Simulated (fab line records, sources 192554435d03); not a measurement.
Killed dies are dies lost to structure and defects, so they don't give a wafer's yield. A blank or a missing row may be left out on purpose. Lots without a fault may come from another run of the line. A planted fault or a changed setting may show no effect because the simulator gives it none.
A struck lot beside a sound one | flow n5_finfet | 16 steps out of a route of 1938
Sound: wafers L810.1, L810.3, L810.6. Struck: wafer L820.1. (L820.4, L820.5 of the same lot were not struck and are left out.) The cause comes at the end.
At each step with rows: each side's tool, then ch and its chambers, then its first start. Under that, the readings that differ: sound wafers | struck wafers | difference of the means | sigmas: that difference in standard deviations of wafers without a fault.
alike: readings whose means differ by less than 2 such deviations, and words and numbers that are the same on both sides. not compared: withheld readings, readings that some wafer has no value for, bounds like >300 that may hide the same value, and numbers for which the record gives no deviation and whose values overlap.
The two part at a step that has a row with sigmas, a row that says differs or no value, or rows on one side only. Numbers that don't overlap but have no deviation are shown without sigmas and don't part them. A reading that every wafer of one side lacks parts them only if that side has two wafers or more.

first, 8 steps without rows for these wafers: N5_BEOL_M2_COAT_62 (time 60 s, resist thk 12 nm); N5_BEOL_M2_COAT_73 (time 60 s, resist thk 5 nm); N5_BEOL_M2_COAT_05 (resist thk 30 nm); N5_BEOL_M2_EBR_07; N5_BEOL_M2_SOFTBAKE_06 (time 60 s); N5_BEOL_M2_EXPOSE_08 (exposes mask M2); N5_BEOL_M2_PEB_09 (peb time 60 s); N5_BEOL_M2_DEVELOP_10 (develop time 30 s).
N5_BEOL_M2_CD_MEAS_11: target cd 16.79 nm.
  sound on cd_sem-02 ch 0, day 8 09:56; struck on cd_sem-02 ch 0, day 10 16:03
  alike: cd_nm
N5_BEOL_M2_OVL_MEAS_12:
  sound on overlay-02 ch 0, day 8 09:58; struck on overlay-02 ch 0, day 10 16:05
  reading     | sound         | struck | difference | sigmas
  M2_OVL (nm) | -0.5 0.3 -0.8 | 1.0    | +1.3       | +2
N5_BEOL_M2_INSPECT_13: inspects for defects (brightfield).
  sound on defect_inspect-01, day 8 10:02; struck on defect_inspect-02, day 10 16:08
  alike: raw_defect_count
N5_BEOL_M2_DESCUM_16: chemistry O2, time 7 s.
  sound on rie_diel-04 ch 0,1,2, day 8 10:04; struck on rie_diel-03 ch 0, day 10 16:14
  alike: drypump_motor_current_A, oes_product_au, rf_vpp_V, showerhead_plenum_p_Torr, temp_c, throttle_valve_pct
  not compared: rf_hours_counter_h
N5_BEOL_M2_ETCH_74: etches underlayer in N2/H2, target depth 6.5 nm, time 5.2 s.
  sound on rie_diel-04 ch 0,1,2, day 8 10:06; struck on rie_diel-03 ch 0, day 10 16:17
  reading               | sound          | struck | difference | sigmas
  etch_rf_on_time_s (s) | 5.11 5.12 5.16 | 3.81   | -1.32      | -10
  alike: drypump_motor_current_A, oes_product_au, rf_vpp_V, showerhead_plenum_p_Torr, throttle_valve_pct
  not compared: rf_hours_counter_h
N5_BEOL_M2_ETCH_63: etches SiARC in CF4, target depth 15.6 nm, time 26 s.
  sound on rie_diel-04 ch 0,1,2, day 8 10:07; struck on rie_diel-03 ch 0, day 10 16:17
  alike: drypump_motor_current_A, etch_rf_on_time_s, mfc_ar_sccm, oes_product_au, rf_vpp_V, showerhead_plenum_p_Torr, throttle_valve_pct
  not compared: rf_hours_counter_h
N5_BEOL_M4_RC_MEAS_101:
  sound on prober-01 ch 0, day 9 13:59; struck on prober-01 ch 0, day 12 00:14
  alike: DIBL_N, DIBL_P, IOFF_N, IOFF_P, ION_N, ION_P, SS_N, SS_P, VT_N, VT_P
-- the record jumps here: 5 days lie between the struck wafers' starts before and after (it left off in module BEOL_M4 and takes up again in module PASSIVATION, whose first step shown is number 1936 of the route) --
N5_PASSIVATION_PROBE_49:
  the record has rows for the struck wafers here (prober-01, day 16 19:05) and none for the sound ones

WHERE THEY PART
First at N5_BEOL_M2_OVL_MEAS_12; last, within this record, at N5_PASSIVATION_PROBE_49.

WHY: what the simulator had put in
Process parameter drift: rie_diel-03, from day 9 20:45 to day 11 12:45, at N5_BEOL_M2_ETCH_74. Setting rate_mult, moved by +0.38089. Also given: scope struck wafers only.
